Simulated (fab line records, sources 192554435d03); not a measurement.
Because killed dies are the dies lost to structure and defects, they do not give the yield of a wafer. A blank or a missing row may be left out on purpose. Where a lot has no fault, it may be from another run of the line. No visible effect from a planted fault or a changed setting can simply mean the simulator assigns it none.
fab line records -- flow n5Finfet
record: lots: 10, wafers: 29, lastDay: 18
route steps=1938 shown BEOL_M11@1587 BEOL_M12@1608 PASSIVATION@1936
lots that met no fault: taken from a fault-free run of the same line
startH: hours from the record's first day to the start of the lot's first wafer shown -- waitH: how many hours have passed since the lot's step before this one -- " as in the row above -- L1.1+2: a single row standing in for several wafers -- - no value, or no start was given -- * or withheld: withheld -- < > ~ a bound
route shown NAME@n: names a module that has steps shown in the file, with the first one's number in the route -- usual: average and standard deviation across the fault-free wafers -- same: alike in all rows -- chamber/n: place in a boat -- sites: per-site readings -- _std_site: standard deviation of those values -- _edge_site: outer sites' mean less inner sites' -- radiusMm: how far each site lies from the wafer's centre -- mask NAME#n: copy n -- behind: the tool/chamber that last shaped the wafer -- hold: reason for holding the lot/hours on hold/outcome of the hold -- device: names the non-switching transistor (n, p or np) -- end of line: tests of these same wafers at the route's end -- for a step that has no rows: nothing shown but its recipe -- killed: not the wafer's yield, but the dies lost to structure and defects at the first sort -- map: per-die view of a wafer (x killed, . not killed, _ where there is no die)
set.NAME: the setting as run; set.NAME@STEP: as run at that earlier step -- model.NAME: the simulator's own value behind a step, which no gauge read
a sample of lots followed through the steps of the route, with each step as a table and each wafer as a row
services: a tool's chamber out of use, with start hour (startH, from the record's first day; less than 0 if before it), hours out, and reason
== steps ==
step: N5_BEOL_M11_CURE_72
recipe: tempC: 370, timeS: 120, ambient: DMADMS/He, material: SiCOH_lowk
usual: lampPowerPct: 52.31/0.056, wafer_temp_C_max: 371.7/0.55
lot.wafer,tool,chamber,startH,waitH,lampPowerPct,wafer_temp_C_max
L933.1,uvCure-01,2,240.49,0.0,52.36,371.9
L933.4,uvCure-01,2,240.49,0.0,52.39,371.4
L933.6,uvCure-01,2,240.49,0.0,52.34,371.0
L934.2,uvCure-01,1,246.71,0.1,52.29,372.1
L934.3,uvCure-01,1,246.71,0.1,52.32,372.2
L934.6,uvCure-01,1,246.71,0.1,52.33,371.5
L935.1,uvCure-03,0,269.09,0.0,52.27,371.6
L935.3,uvCure-03,0,269.09,0.0,52.28,372.1
L935.6,uvCure-03,0,269.09,0.0,52.25,371.3
L940.1,uvCure-01,2,274.62,0.2,52.26,372.2
L940.2,uvCure-01,2,274.62,0.2,52.32,371.2
L940.4,uvCure-01,2,274.62,0.2,52.18,371.1
L936.2,uvCure-02,1,281.51,0.1,52.35,371.5
L936.6,uvCure-02,1,281.51,0.1,52.26,371.3
L941.2,uvCure-01,0,287.05,0.4,52.34,372.4
L941.3,uvCure-01,0,287.05,0.4,52.21,371.9
L941.4,uvCure-01,0,287.05,0.4,52.36,372.3
L949.3,uvCure-02,1,349.39,0.1,52.28,371.7
L949.4,uvCure-02,1,349.39,0.1,52.23,372.0
L949.6,uvCure-02,1,349.39,0.1,52.35,371.7
L951.1,uvCure-03,0,350.03,0.2,52.40,371.8
L951.2,uvCure-03,0,350.03,0.2,52.41,370.9
L951.5,uvCure-03,0,350.03,0.2,52.26,371.6
L956.2,uvCure-02,1,384.08,0.5,52.33,371.5
L956.3,uvCure-02,1,384.08,0.5,52.28,372.0
L956.6,uvCure-02,1,384.08,0.5,52.33,371.4
L955.4,uvCure-03,2,384.51,0.5,52.38,372.9
L955.5,uvCure-03,2,384.51,0.5,52.38,372.1
L955.6,uvCure-03,2,384.51,0.5,52.38,372.9
step: N5_BEOL_M11_DEGAS_44
recipe: ambient: vacuum, tempC: 250, timeS: 60
usual: heaterPowerW: 328/43
lot.wafer,tool,chamber,startH,waitH,heaterPowerW
L933.1,pvdSputter-03,-,244.05,3.5,315
L933.4,pvdSputter-03,-,244.05,3.5,265
L933.6,pvdSputter-03,-,244.05,3.5,314
L934.2,pvdSputter-03,-,248.93,2.1,367
L934.3,pvdSputter-03,-,248.93,2.1,314
L934.6,pvdSputter-03,-,248.93,2.1,314
L935.1,pvdSputter-01,-,269.42,0.3,306
L935.3,pvdSputter-01,-,269.42,0.3,339
L935.6,pvdSputter-01,-,269.42,0.3,337
L940.1,pvdSputter-02,-,275.63,1.0,399
L940.2,pvdSputter-02,-,275.63,1.0,393
L940.4,pvdSputter-02,-,275.63,1.0,302
L936.2,pvdSputter-03,-,282.01,0.4,368
L936.6,pvdSputter-03,-,282.01,0.4,293
L941.2,pvdSputter-01,-,287.60,0.5,352
L941.3,pvdSputter-01,-,287.60,0.5,331
L941.4,pvdSputter-01,-,287.60,0.5,306
L949.3,pvdSputter-02,-,350.28,0.8,394
L949.4,pvdSputter-02,-,350.28,0.8,311
L949.6,pvdSputter-02,-,350.28,0.8,308
L951.1,pvdSputter-02,-,350.72,0.6,399
L951.2,pvdSputter-02,-,350.72,0.6,387
L951.5,pvdSputter-02,-,350.72,0.6,326
L956.2,pvdSputter-03,-,385.40,1.2,383
L956.3,pvdSputter-03,-,385.40,1.2,260
L956.6,pvdSputter-03,-,385.40,1.2,268
L955.4,pvdSputter-03,-,385.48,0.9,291
L955.5,pvdSputter-03,-,385.48,0.9,375
L955.6,pvdSputter-03,-,385.48,0.9,318
step: N5_BEOL_M12_EXPOSE_07
recipe: maskId: V11, na: 0.93, sourceShape: conventional, sigmaOuter: 0.6, polarization: unpolarized, attpsmPhaseDeg: 180, doseMj: 32.5
usual: exposureDoseMJCm2: 32.49/0.04, stageVelMmS: 499.93/0.24
lot.wafer,tool,chamber,startH,waitH,mask,exposureDoseMJCm2,stageVelMmS
L933.1,krfScanner-01,0,246.22,-,V11#0,32.47,500.06
L933.4,krfScanner-01,0,246.22,-,V11#0,32.46,500.29
L933.6,krfScanner-01,0,246.22,-,V11#0,32.42,499.92
L934.2,krfScanner-02,0,251.06,-,V11#0,32.48,499.78
L934.3,krfScanner-02,0,251.06,-,V11#0,32.48,499.80
L934.6,krfScanner-02,0,251.06,-,V11#0,32.52,499.89
L935.1,krfScanner-02,0,272.69,-,V11#0,32.51,499.69
L935.3,krfScanner-02,0,272.69,-,V11#0,32.56,499.68
L935.6,krfScanner-02,0,272.69,-,V11#0,32.56,499.62
L940.1,krfScanner-01,0,277.96,-,V11#0,32.43,500.52
L940.2,krfScanner-01,0,277.96,-,V11#0,32.40,500.36
L940.4,krfScanner-01,0,277.96,-,V11#0,32.46,500.25
L936.2,krfScanner-01,0,284.58,-,V11#0,32.46,499.63
L936.6,krfScanner-01,0,284.58,-,V11#0,32.50,500.14
L941.2,krfScanner-02,0,291.12,-,V11#0,32.51,499.67
L941.3,krfScanner-02,0,291.12,-,V11#0,32.46,499.41
L941.4,krfScanner-02,0,291.12,-,V11#0,32.45,499.85
L949.3,krfScanner-02,0,352.22,-,V11#0,36.35,499.54
L949.4,krfScanner-02,0,352.22,-,V11#0,36.32,499.81
L949.6,krfScanner-02,0,352.22,-,V11#0,36.33,500.24
L951.1,krfScanner-02,0,352.64,-,V11#0,35.59,499.82
L951.2,krfScanner-02,0,352.64,-,V11#0,35.55,499.78
L951.5,krfScanner-02,0,352.64,-,V11#0,35.61,500.16
L956.2,krfScanner-01,0,387.53,-,V11#0,32.44,499.82
L956.3,krfScanner-01,0,387.53,-,V11#0,32.54,500.07
L956.6,krfScanner-01,0,387.53,-,V11#0,32.43,499.91
L955.4,krfScanner-01,0,387.70,-,V11#0,32.44,499.98
L955.5,krfScanner-01,0,387.70,-,V11#0,32.50,500.01
L955.6,krfScanner-01,0,387.70,-,V11#0,32.48,499.93
step: N5_BEOL_M12_CD_MEAS_10
recipe: targetCdNm: 140, landingEnergyEv: 500, detector: seInlens, polarity: opening
usual: cdNm: 140.7/2.4
lot.wafer,tool,chamber,startH,waitH,cdNm
L933.1,cdSem-03,0,246.39,-,140.3
L933.4,cdSem-03,0,246.39,-,141.2
L933.6,cdSem-03,0,246.39,-,139.7
L934.2,cdSem-02,0,251.23,-,142.2
L934.3,cdSem-02,0,251.23,-,142.1
L934.6,cdSem-02,0,251.23,-,144.3
L935.1,cdSem-02,0,272.86,-,136.9
L935.3,cdSem-02,0,272.86,-,140.9
L935.6,cdSem-02,0,272.86,-,145.0
L940.1,cdSem-02,0,278.13,-,140.3
L940.2,cdSem-02,0,278.13,-,140.4
L940.4,cdSem-02,0,278.13,-,141.3
L936.2,cdSem-03,0,284.75,-,140.8
L936.6,cdSem-03,0,284.75,-,144.1
L941.2,cdSem-01,0,291.29,-,139.8
L941.3,cdSem-01,0,291.29,-,137.1
L941.4,cdSem-01,0,291.29,-,138.1
L949.3,cdSem-03,0,352.39,-,154.8
L949.4,cdSem-03,0,352.39,-,152.3
L949.6,cdSem-03,0,352.39,-,154.0
L951.1,cdSem-01,0,352.81,-,154.5
L951.2,cdSem-01,0,352.81,-,152.9
L951.5,cdSem-01,0,352.81,-,153.3
L956.2,cdSem-01,0,387.70,-,141.4
L956.3,cdSem-01,0,387.70,-,141.3
L956.6,cdSem-01,0,387.70,-,141.4
L955.4,cdSem-03,0,387.85,-,139.7
L955.5,cdSem-03,0,387.85,-,146.7
L955.6,cdSem-03,0,387.85,-,144.9
step: N5_BEOL_M12_VIA_ETCH_16
recipe: chemistry: C4F8/O2/Ar, target: SiOC, pressureMtorr: 30, sourceW: 3000, biasW: 700, Ar_flow_sccm: 400, C4F8_flow_sccm: 15, O2_flow_sccm: 8, heInnerTorr: 15, heOuterTorr: 30, targetDepthA: 7248, timeS: withheld, ionEnergyEv: 250, ends: cleared
usual: drypumpMotorCurrentA: 6.0/0.48, oesProductAu: 0.72/0.082, rfVppV: 665/3.1, showerheadPlenumPTorr: 3.41/0.11, throttleValvePct: 24.09/0.17
lot.wafer,tool,chamber,startH,waitH,drypumpMotorCurrentA,oesProductAu,rfVppV,showerheadPlenumPTorr,throttleValvePct
L933.1,rieDiel-04,0,246.57,0.0,5.9,0.77,670,3.54,24.13
L933.4,rieDiel-04,1,246.57,0.0,5.9,0.82,667,3.50,24.11
L933.6,rieDiel-04,3,246.57,0.0,5.8,0.85,671,3.64,23.60
L934.2,rieDiel-02,1,251.40,0.0,6.3,0.73,666,3.49,24.41
L934.3,rieDiel-02,0,251.40,0.0,5.8,0.63,662,3.22,23.84
L934.6,rieDiel-02,2,251.40,0.0,5.9,0.89,664,3.40,24.13
L935.1,rieDiel-06,0,273.03,0.0,6.4,0.65,666,3.42,24.06
L935.3,rieDiel-06,3,273.03,0.0,6.4,0.68,671,3.52,24.05
L935.6,rieDiel-06,3,273.03,0.0,6.4,0.68,669,3.52,24.05
L940.1,rieDiel-06,1,278.30,0.0,5.8,0.70,661,3.30,24.05
L940.2,rieDiel-06,3,278.30,0.0,6.4,0.68,668,3.52,24.07
L940.4,rieDiel-06,3,278.30,0.0,6.4,0.69,669,3.52,24.07
L936.2,rieDiel-06,0,284.92,0.0,6.4,0.65,667,3.41,24.08
L936.6,rieDiel-06,3,284.92,0.0,6.4,0.68,669,3.52,24.05
L941.2,rieDiel-02,0,291.46,0.0,5.8,0.61,660,3.21,23.87
L941.3,rieDiel-02,2,291.46,0.0,5.9,0.85,664,3.39,24.15
L941.4,rieDiel-02,3,291.46,0.0,6.8,0.84,664,3.35,24.33
L949.3,rieDiel-06,0,352.56,0.0,6.4,0.63,664,3.40,24.11
L949.4,rieDiel-06,3,352.56,0.0,6.4,0.67,667,3.50,24.09
L949.6,rieDiel-06,2,352.56,0.0,4.9,0.84,663,3.35,23.93
L951.1,rieDiel-02,3,353.00,0.0,6.8,0.79,664,3.34,24.35
L951.2,rieDiel-02,0,353.00,0.0,5.8,0.61,660,3.20,23.89
L951.5,rieDiel-02,1,353.00,0.0,6.4,0.70,666,3.47,24.45
L956.2,rieDiel-02,3,387.87,0.0,6.8,0.77,663,3.33,24.36
L956.3,rieDiel-02,1,387.87,0.0,6.4,0.69,666,3.46,24.45
L956.6,rieDiel-02,2,387.87,0.0,5.9,0.79,663,3.37,24.18
L955.4,rieDiel-04,1,388.02,0.0,5.9,0.74,666,3.47,24.15
L955.5,rieDiel-04,2,388.02,0.0,6.0,0.69,671,3.53,24.18
L955.6,rieDiel-04,1,388.02,0.0,5.9,0.75,667,3.47,24.17
step: N5_PASSIVATION_PROBE_49
usual: defectLimitedYield: 91.5/1.4, killed_at_M0_to_M3: 32/11, killed_at_M4_up: 12/4.4, killedAtContacts: 13/6.1, killedAtFrontEnd: 39/12, killedAtOther: 3.9/3, killedDies: 100/17, killedOpen: 66/12, killedShort: 33/7.4, sort_bin_5_function: 5.0/0.95, sort_bin_6_memory: 3.2/0.66, sortNPass: 1079/17, sortYieldPct: 91.4/1.5
same: grossDies: 1180, killedAtBackSide: 0, sort_bin_4_leakage[%]: 0, sort_bin_8_speed[%]: 0
lot.wafer,tool,chamber,startH,waitH,defectLimitedYield[%],killed_at_M0_to_M3,killed_at_M4_up,killedAtContacts,killedAtFrontEnd,killedAtOther,killedDies,killedOpen,killedShort,sort_bin_5_function[%],sort_bin_6_memory[%],sortNPass,sortYieldPct[%]
L933.1,prober-02,-,283.00,0.0,91.5,30,16,19,28,7,100,68,31,5.1,3.2,1080,91.5
L933.4,prober-02,-,283.15,0.2,90.8,24,13,23,46,3,109,80,29,5.8,3.4,1071,90.8
L933.6,prober-02,-,283.25,0.3,89.7,37,15,26,39,4,121,78,35,5.7,3.6,1059,89.7
L934.2,prober-01,-,293.30,0.1,91.9,42,13,2,34,5,96,61,33,4.1,3.8,1084,91.9
L934.3,prober-01,-,293.35,0.1,90.0,55,8,4,47,4,118,67,48,6.4,3.1,1062,90.0
L934.6,prober-01,-,293.50,0.3,93.1,26,8,10,34,3,81,53,25,4.2,2.5,1099,93.1
L935.1,prober-01,-,308.97,0.0,92.4,31,21,4,30,4,90,60,30,4.7,2.8,1090,92.4
L935.3,prober-01,-,309.07,0.1,91.3,26,12,14,44,7,103,67,33,5.0,3.6,1077,91.3
L935.6,prober-01,-,309.22,0.3,92.0,28,17,16,33,0,94,67,27,4.5,2.8,1086,92.0
L940.1,prober-01,-,322.64,0.0,92.2,31,5,13,39,4,92,55,35,4.7,2.9,1088,92.2
L940.2,prober-01,-,322.69,0.1,91.4,33,3,7,58,1,102,69,33,4.6,3.7,1078,91.4
L940.4,prober-01,-,322.79,0.2,91.7,51,5,18,19,5,98,62,36,4.9,3.1,1082,91.7
L936.2,prober-01,-,325.23,0.1,90.6,40,7,18,38,8,111,80,29,4.7,4.0,1069,90.6
L936.6,prober-01,-,325.43,0.3,91.6,37,10,10,40,2,99,61,35,4.9,3.2,1081,91.6
L941.2,prober-02,-,332.03,0.1,90.8,36,13,19,35,6,109,64,45,5.1,3.5,1071,90.8
L941.3,prober-02,-,332.08,0.1,90.3,23,13,13,59,6,114,68,42,5.3,3.7,1066,90.3
L941.4,prober-02,-,332.13,0.2,93.1,18,6,10,46,2,82,46,36,3.6,3.1,1098,93.1
L949.3,prober-01,-,392.21,0.1,92.5,20,21,22,25,1,89,63,20,4.2,2.8,1091,92.5
L949.4,prober-01,-,392.26,0.2,93.6,19,15,12,27,2,75,50,22,3.1,2.7,1105,93.6
L949.6,prober-01,-,392.36,0.3,91.9,25,30,12,25,3,95,57,27,4.2,2.9,1085,91.9
L951.1,prober-01,-,396.01,0.0,88.1,47,20,12,59,3,141,75,39,6.3,4.3,1039,88.1
L951.2,prober-01,-,396.06,0.1,89.7,34,10,9,68,1,122,76,44,6.6,3.1,1058,89.7
L951.5,prober-01,-,396.21,0.2,88.9,30,33,20,44,4,131,72,27,5.5,2.7,1049,88.9
L956.2,prober-02,-,422.30,0.1,91.9,21,9,17,40,8,95,68,22,4.2,3.6,1085,91.9
L956.3,prober-02,-,422.35,0.1,89.9,35,10,12,52,10,119,74,44,6.5,3.3,1061,89.9
L956.6,prober-02,-,422.50,0.3,91.9,19,14,12,36,15,96,62,32,5.0,3.1,1084,91.9
L955.4,prober-01,-,432.62,0.2,90.7,28,8,14,51,9,110,76,29,4.7,3.6,1070,90.7
L955.5,prober-01,-,432.67,0.2,90.3,39,13,10,47,5,114,72,42,5.7,3.4,1066,90.3
L955.6,prober-01,-,432.72,0.3,89.6,35,5,22,54,7,123,84,39,5.9,4.2,1057,89.6
killed by level:class
L933.1 MOL_CONTACT_COAG:geometricParticle:open=14 FIN_SAQP:geometricParticle:open=8 BEOL_M0_SAQP:geometricParticle:open=8 MOL_CONTACT_COAG:geometricParticle:short=5 STI_FIN_REVEAL:geometricParticle:open=5 BEOL_M2:geometricParticle:open=5 BEOL_M3:geometricParticle:open=5 FIN_SAQP:geometricParticle:short=4
L933.4 MOL_CONTACT_COAG:geometricParticle:open=22 STI_FIN_REVEAL:geometricParticle:open=16 BEOL_M1:geometricParticle:open=7 FIN_SAQP:geometricParticle:open=6 BEOL_M2:geometricParticle:open=6 FIN_SAQP:geometricParticle:short=5 ILD0:geometricParticle:short=5 ILD0:geometricParticle:open=4
L933.6 MOL_CONTACT_COAG:geometricParticle:open=20 BEOL_M0_SAQP:geometricParticle:open=11 BEOL_M2:geometricParticle:open=9 BEOL_M0_SAQP:geometricParticle:short=8 HKMG_FIN:areaEtch=8 GATE_CUT:geometricParticle:open=6 MOL_CONTACT_COAG:geometricParticle:short=6 FIN_SAQP:geometricParticle:open=5
L934.2 BEOL_M0_SAQP:geometricParticle:short=11 BEOL_M0_SAQP:geometricParticle:open=10 STI_FIN_REVEAL:geometricParticle:open=9 BEOL_M2:geometricParticle:open=9 BEOL_M4:geometricParticle:open=8 FIN_SAQP:geometricParticle:open=6 BEOL_M3:geometricParticle:open=6 STI_FIN_REVEAL:geometricParticle:short=5
L934.3 BEOL_M0_SAQP:geometricParticle:short=13 STI_FIN_REVEAL:geometricParticle:open=11 BEOL_M0_SAQP:geometricParticle:open=11 FIN_SAQP:geometricParticle:open=8 BEOL_M2:geometricParticle:open=7 GATE_CUT:geometricParticle:short=6 BEOL_M3:geometricParticle:open=5 BEOL_M4:geometricParticle:open=5
L934.6 STI_FIN_REVEAL:geometricParticle:open=10 MOL_CONTACT_COAG:geometricParticle:open=9 FIN_SAQP:geometricParticle:short=5 BEOL_M3:geometricParticle:open=5 FIN_SAQP:geometricParticle:open=4 BEOL_M0_SAQP:geometricParticle:short=4 BEOL_M1:geometricParticle:open=4 DUMMY_GATE:geometricParticle:open=3
L935.1 BEOL_M4:geometricParticle:open=10 BEOL_M2:geometricParticle:open=9 GATE_CUT:geometricParticle:short=8 BEOL_M0_SAQP:geometricParticle:short=6 FIN_SAQP:geometricParticle:open=5 BEOL_M1:geometricParticle:open=5 ILD0:geometricParticle:short=4 BEOL_M0_SAQP:geometricParticle:open=4
L935.3 STI_FIN_REVEAL:geometricParticle:open=11 MOL_CONTACT_COAG:geometricParticle:open=11 BEOL_M1:geometricParticle:open=8 BEOL_M2:geometricParticle:open=7 FIN_SAQP:geometricParticle:short=5 DUMMY_GATE:geometricParticle:open=5 BEOL_M1:geometricParticle:short=5 ILD0:geometricParticle:open=4
L935.6 MOL_CONTACT_COAG:geometricParticle:open=13 BEOL_M1:geometricParticle:open=11 FIN_SAQP:geometricParticle:short=9 BEOL_M4:geometricParticle:open=6 FIN_SAQP:geometricParticle:open=5 STI_FIN_REVEAL:geometricParticle:open=5 BEOL_M0_SAQP:geometricParticle:open=5 BEOL_M2:geometricParticle:open=5
L940.1 MOL_CONTACT_COAG:geometricParticle:open=11 BEOL_M0_SAQP:geometricParticle:short=8 STI_FIN_REVEAL:geometricParticle:open=6 DUMMY_GATE:geometricParticle:open=6 GATE_CUT:geometricParticle:short=6 BEOL_M0:geometricParticle:open=5 STARTING-WAFER:geometricParticle:open=5 GATE_CUT:geometricParticle:open=4
L940.2 STI_FIN_REVEAL:geometricParticle:open=18 FIN_SAQP:geometricParticle:open=13 BEOL_M0_SAQP:geometricParticle:open=12 BEOL_M0_SAQP:geometricParticle:short=11 FIN_SAQP:geometricParticle:short=9 MOL_CONTACT_COAG:geometricParticle:open=6 BEOL_M3:geometricParticle:open=5 GATE_CUT:geometricParticle:short=4
L940.4 MOL_CONTACT_COAG:geometricParticle:open=14 BEOL_M0_SAQP:geometricParticle:open=11 BEOL_M0_SAQP:geometricParticle:short=11 BEOL_M3:geometricParticle:open=10 BEOL_M1:geometricParticle:open=6 BEOL_M3:geometricParticle:short=5 MOL_CONTACT_COAG:geometricParticle:short=4 FIN_SAQP:geometricParticle:short=3
L936.2 BEOL_M1:geometricParticle:open=11 BEOL_M2:geometricParticle:open=11 FIN_SAQP:geometricParticle:open=10 MOL_CONTACT_COAG:geometricParticle:open=9 MOL_CONTACT_COAG:geometricParticle:short=8 BEOL_M0_SAQP:geometricParticle:open=7 BEOL_M3:geometricParticle:open=5 STI_FIN_REVEAL:geometricParticle:open=4
L936.6 FIN_SAQP:geometricParticle:short=14 BEOL_M1:geometricParticle:open=10 MOL_CONTACT_COAG:geometricParticle:open=8 BEOL_M0_SAQP:geometricParticle:open=7 DUMMY_GATE:geometricParticle:open=5 GATE_CUT:geometricParticle:short=5 BEOL_M0_SAQP:geometricParticle:short=5 BEOL_M8:geometricParticle:open=4
L941.2 MOL_CONTACT_COAG:geometricParticle:open=16 BEOL_M0_SAQP:geometricParticle:short=11 STI_FIN_REVEAL:geometricParticle:open=9 FIN_SAQP:geometricParticle:short=8 BEOL_M0_SAQP:geometricParticle:open=8 BEOL_M2:geometricParticle:open=6 BEOL_M3:geometricParticle:short=5 BEOL_M5:geometricParticle:open=5
L941.3 STI_FIN_REVEAL:geometricParticle:open=15 MOL_CONTACT_COAG:geometricParticle:open=11 FIN_SAQP:geometricParticle:short=9 BEOL_M0_SAQP:geometricParticle:short=9 FIN_SAQP:geometricParticle:open=7 BEOL_M4:geometricParticle:open=7 STI_FIN_REVEAL:geometricParticle:short=5 GATE_CUT:geometricParticle:short=5
L941.4 FIN_SAQP:geometricParticle:short=8 MOL_CONTACT_COAG:geometricParticle:open=7 FIN_SAQP:geometricParticle:open=6 STI_FIN_REVEAL:geometricParticle:open=6 STI_FIN_REVEAL:geometricParticle:short=5 BEOL_M0_SAQP:geometricParticle:short=5 STARTING-WAFER:geometricParticle:open=4 BEOL_M1:geometricParticle:open=4
L949.3 MOL_CONTACT_COAG:geometricParticle:open=19 BEOL_M4:geometricParticle:open=13 GATE_CUT:geometricParticle:short=7 BEOL_M2:geometricParticle:open=7 BEOL_M12:areaExpose=5 STI_FIN_REVEAL:geometricParticle:open=4 MOL_CONTACT_COAG:geometricParticle:short=3 BEOL_M0_SAQP:geometricParticle:open=3
L949.4 MOL_CONTACT_COAG:geometricParticle:open=10 FIN_SAQP:geometricParticle:open=6 BEOL_M2:geometricParticle:open=6 BEOL_M0_SAQP:geometricParticle:open=5 BEOL_M4:geometricParticle:open=5 STARTING-WAFER:geometricParticle:short=5 FIN_SAQP:geometricParticle:short=4 GATE_CUT:geometricParticle:open=3
L949.6 BEOL_M4:geometricParticle:open=13 BEOL_M12:areaExpose=10 MOL_CONTACT_COAG:geometricParticle:open=9 BEOL_M1:geometricParticle:open=8 DUMMY_GATE:geometricParticle:open=4 GATE_CUT:geometricParticle:open=4 GATE_CUT:geometricParticle:short=4 BEOL_M0_SAQP:geometricParticle:open=4
L951.1 BEOL_M12:areaExpose=13 FIN_CUT:areaEtch=13 FIN_SAQP:geometricParticle:short=12 FIN_SAQP:geometricParticle:open=10 MOL_CONTACT_COAG:geometricParticle:open=10 BEOL_M0_SAQP:geometricParticle:short=9 BEOL_M0_SAQP:geometricParticle:open=9 BEOL_M1:geometricParticle:open=8
L951.2 FIN_SAQP:geometricParticle:open=18 STI_FIN_REVEAL:geometricParticle:open=17 GATE_CUT:geometricParticle:short=11 FIN_SAQP:geometricParticle:short=10 BEOL_M2:geometricParticle:open=7 MOL_CONTACT_COAG:geometricParticle:open=6 BEOL_M0_SAQP:geometricParticle:open=6 BEOL_M3:geometricParticle:open=5
L951.5 BEOL_M12:areaExpose=31 FIN_SAQP:geometricParticle:open=16 MOL_CONTACT_COAG:geometricParticle:open=15 BEOL_M1:geometricParticle:open=8 STI_FIN_REVEAL:geometricParticle:open=7 GATE_CUT:geometricParticle:short=6 BEOL_M0_SAQP:geometricParticle:short=5 MOL_CONTACT_COAG:geometricParticle:short=5
L956.2 MOL_CONTACT_COAG:geometricParticle:open=14 FIN_SAQP:geometricParticle:open=10 DUMMY_GATE:geometricParticle:open=7 GATE_CUT:geometricParticle:open=6 BEOL_M1:geometricParticle:open=4 GATE_CUT:geometricParticle:short=4 BEOL_M2:geometricParticle:open=4 BEOL_M3:geometricParticle:open=4
L956.3 BEOL_M2:geometricParticle:open=9 DUMMY_GATE:geometricParticle:open=9 GATE_CUT:geometricParticle:open=9 GATE_CUT:geometricParticle:short=9 FIN_SAQP:geometricParticle:open=8 MOL_CONTACT_COAG:geometricParticle:open=8 BEOL_M0_SAQP:geometricParticle:short=8 FIN_SAQP:geometricParticle:short=6
L956.6 MOL_CONTACT_COAG:geometricParticle:open=8 PASS1_CAP:geometricParticle:short=7 DUMMY_GATE:geometricParticle:open=6 GATE_CUT:geometricParticle:open=6 BEOL_M2:geometricParticle:open=5 BEOL_M4:geometricParticle:open=4 GATE_CUT:geometricParticle:short=4 MOL_CONTACT_COAG:geometricParticle:short=4
L955.4 FIN_SAQP:geometricParticle:open=19 MOL_CONTACT_COAG:geometricParticle:open=11 BEOL_M0:geometricParticle:open=6 BEOL_M0_SAQP:geometricParticle:short=5 BEOL_M0_SAQP:geometricParticle:open=5 HKMG_FIN:areaEtch=5 FIN_SAQP:geometricParticle:short=4 DUMMY_GATE:geometricParticle:open=4
L955.5 FIN_SAQP:geometricParticle:open=11 BEOL_M0_SAQP:geometricParticle:open=11 BEOL_M3:geometricParticle:open=9 GATE_CUT:geometricParticle:short=8 BEOL_M0_SAQP:geometricParticle:short=8 BEOL_M4:geometricParticle:open=8 MOL_CONTACT_COAG:geometricParticle:open=6 BEOL_M1:geometricParticle:open=6
L955.6 MOL_CONTACT_COAG:geometricParticle:open=16 BEOL_M2:geometricParticle:open=9 FIN_SAQP:geometricParticle:open=8 STI_FIN_REVEAL:geometricParticle:open=7 BEOL_M3:geometricParticle:open=7 MOL_CONTACT_COAG:geometricParticle:short=6 FIN_SAQP:geometricParticle:short=5 DUMMY_GATE:geometricParticle:open=5
== services ==
tool,chamber,startH,hours,kind
krfScanner-02,-,218.51,1.0,pm
rieDiel-02,3,235.38,-,clean
rieDiel-02,3,235.38,-,consumableReplace:focusRing
krfScanner-01,0,238.78,-,calibration
uvCure-02,-,240.64,12.4,repair
krfScanner-02,-,259.22,1.3,pm
rieDiel-06,-,279.75,0.6,repair
uvCure-02,-,284.84,3.4,pm
uvCure-03,-,285.03,2.1,pm
krfScanner-01,-,294.05,1.3,pm
krfScanner-01,-,308.31,21.0,pm
uvCure-03,-,323.73,7.5,pm
pvdSputter-02,-,339.91,4.3,repair
krfScanner-01,-,343.12,0.8,pm
uvCure-01,-,348.05,9.6,repair
krfScanner-02,0,354.67,-,calibration
uvCure-02,-,356.84,2.1,pm
rieDiel-04,2,365.46,5.0,repair
uvCure-01,-,369.95,24.9,pm
uvCure-03,-,371.31,3.0,repair
krfScanner-01,-,374.81,1.0,pm
rieDiel-04,-,376.07,3.0,repair
pvdSputter-03,-,380.55,4.1,repair
krfScanner-02,-,387.51,1.0,pm
== key ==
firstSign: step: N5_BEOL_M12_EXPOSE_07, reading: exposureDoseMJCm2, direction: up, sigmas: 88, usual: 32.49, struck: 35.96
effect: step: N5_BEOL_M12_CD_MEAS_10, reading: cdNm, direction: up, sigmas: 5.4, usual: 140.7, struck: 153.6, through: controlLoop
metAt N5_BEOL_M12_EXPOSE_07
struckLots L949,L951
loopTrim: step: N5_BEOL_M12_EXPOSE_07, setting: dose, lots: L949,L951
baselineLoss: step: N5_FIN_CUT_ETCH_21, wafers: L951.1
notActingAt N5_BEOL_M11_CURE_72,N5_BEOL_M11_DEGAS_44,N5_BEOL_M12_VIA_ETCH_16
onsetBetween 291.12 352.22
fault: kind: processParameterDrift, tool: krfScanner-02, chamber: -, onsetH: 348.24, steps: N5_BEOL_M12_EXPOSE_07, channel: doseMj, offset: 4.824, shape: step, actsIn: theseRecipesOnly, stated: 32.5
loopTrim: a control loop set the setting to another value than it would have without faults
baselineLoss: these wafers lose ten dies or more at that step, a loss of the line's own and not of a fault; the sort's usual values leave them out
